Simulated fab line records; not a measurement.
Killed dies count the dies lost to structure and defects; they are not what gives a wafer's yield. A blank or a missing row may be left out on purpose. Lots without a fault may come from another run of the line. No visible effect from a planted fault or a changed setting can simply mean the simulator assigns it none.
Matching of chambers    flow n5Finfet    N5_BEOL_M4_ETCH_77 on rieDiel-04: 4 sister chambers
The step etches underlayer in N2/H2, target depth 6.5 nm, time 5.2 s. 8 wafers are shown with their chamber, then 7 later ones without.

## EACH WAFER AND ITS CHAMBER
wafer   chamber  showerheadPlenumPTorr (Torr)  drypumpMotorCurrentA (A)
L075.6  2        2.45                          5.3
L076.5  0        2.50                          5.4
L076.6  3        2.61                          4.9
L083.3  0        2.50                          5.5
L083.5  2        2.44                          5.3
L083.6  1        2.71                          5.3
L085.1  1        2.71                          5.4
L085.3  3        2.60                          4.9

## WAFERS WITH NO CHAMBER GIVEN
wafer   showerheadPlenumPTorr (Torr)  drypumpMotorCurrentA (A)
L085.6  2.44                          5.3
L084.2  2.70                          5.3
L084.3  2.44                          5.3
L084.6  2.50                          5.5
L091.4  2.60                          4.9
L091.5  2.70                          5.3
L091.6  2.43                          5.3

## WHICH CHAMBER EACH ONE RAN IN
wafer   from the rows above  in truth
L085.6  2                    2
L084.2  1                    1
L084.3  2                    2
L084.6  0                    0
L091.4  3                    3
L091.5  1                    1
L091.6  2                    2
Placed correctly: 7 of 7. Number that these rows cannot place: 0. Placed wrongly: 0.
How it was worked out, from the rows above alone: a wafer's distance from a chamber is the root of the sum, over the readings, of the square of ((its reading less the chamber's mean) divided by the reading's scatter). The wafer belongs to the nearest chamber; if the next one is less than 2 further off, it can't be placed. Each chamber's mean is taken over the wafers shown for it. The scatter: the root of (the sum of the squares of (reading less its chamber's mean) over the shown wafers, divided by (wafers less chambers)).
